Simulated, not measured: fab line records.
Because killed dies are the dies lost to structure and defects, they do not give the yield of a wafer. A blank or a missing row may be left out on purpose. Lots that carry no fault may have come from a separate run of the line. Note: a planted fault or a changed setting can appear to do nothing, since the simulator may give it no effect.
A struck lot beside a sound one | flow nand harc | 12 out of 1302 route steps
Sound: wafers L202.3, L202.4, L202.6. The struck wafers were L214.3, L214.4, L214.5. The cause is given at the end.
At each step with rows: each side's tool, then ch and its chambers, then its first start. Under that, the readings that differ: sound wafers | struck wafers | difference of the means | sigmas: that difference in standard deviations of wafers without a fault.
alike: readings whose means differ by less than 2 such deviations, and words and numbers that are the same on both sides. not compared: withheld readings, readings that some wafer has no value for, bounds like >300 that may hide the same value, and numbers for which the record gives no deviation and whose values overlap.
A row with sigmas, a row that says differs or no value, or rows on one side alone: a step with any of these is where the two part. Numbers that have no deviation but don't overlap get no sigmas and don't part them. A reading that every wafer of one side lacks parts them only if that side has two wafers or more.

first, 1 step without rows for these wafers: NHARC_A_CHANNEL_FILL_D2_ANNEAL_22 (time 7200 s).
NHARC_A_CHANNEL_FILL_D2_THK_MEAS_06: measures by ellipsometry.
  sound: film metro-02 at day 15 12:02; struck: film metro-02 at day 20 09:16
  alike: thk nm
NHARC_A_CHANNEL_FILL_D2_ALD_25: deposits SiOx, target thk 60 nm, pulse time 10 s, ald cycles 600.
  sound on ald hk-02 ch 0,2, day 15 12:05; struck on ald hk-02 ch 0,1,2, day 20 09:56
  alike: heater power w, precursor pulse height rel
NHARC_A_CHANNEL_FILL_D2_ETCHBACK_08: etches the open film in C4F8, target depth 220 nm, time 110 s.
  sound: rie diel-02 ch 2,3; struck: rie diel-05 ch 1,2,3
  alike: chamber pressure mTorr, oes product au, rf vpp V
  not compared: rf hours counter h
NHARC_A_CHANNEL_FILL_D2_STRIP_29: strips in O2, time 20 s.
  sound: rie diel-02 ch 0,1,2; struck: rie diel-05 ch 0,2
  alike: chamber pressure mTorr, drypump motor current A, oes product au, rf vpp V, showerhead plenum p Torr, throttle valve pct
  not compared: rf hours counter h
then, 3 steps without rows for these wafers: NHARC_A_CHANNEL_FILL_D2_PRECLEAN_30 (cleans in dHF, time 30 s); NHARC_A_CHANNEL_FILL_D2_SRD_31; NHARC_A_CHANNEL_FILL_D2_CVD_09 (deposits poly-Si, target thk 150 nm, time 3000 s).
NHARC_A_CHANNEL_FILL_D2_CMP_10: polishes, target thk 150 nm.
  sound on cmp-04 ch 1,2, day 15 23:23; struck on cmp-03 ch 1,2,3, day 20 20:45
  alike: motor current A, slurry flow ml min, time to endpoint s
then, 1 step without rows for these wafers: NHARC_A_CHANNEL_FILL_D2_SRD_12.
NHARC_A_CHANNEL_FILL_D2_RTA_24: time 5 s.
  struck on rtp anneal-01, day 20 21:13; sound on rtp anneal-02 ch 0, day 15 23:52
  no value came back on the struck wafers for anneal temp c max, lamp power pct (%), lamp_zone_1_pct (%), wafer_temp_C_max; on the sound wafers anneal temp c max reads 1003.4 1005.2 1005.1
NHARC_A_CHANNEL_FILL_D2_INSPECT_13:
  sound: defect inspect-02 at day 16 00:00; struck: defect inspect-02 at day 20 21:22
  alike: raw defect count

== WHERE THEY PART ==
NHARC_A_CHANNEL_FILL_D2_RTA_24 only, going by this record. Later steps at which nothing parts them and some readings are alike: NHARC_A_CHANNEL_FILL_D2_INSPECT_13.

WHY: whatever the simulator had introduced
Entire step skipped (rtp anneal-01, NHARC_A_CHANNEL_FILL_D2_RTA_24), from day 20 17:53 onward. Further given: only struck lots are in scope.
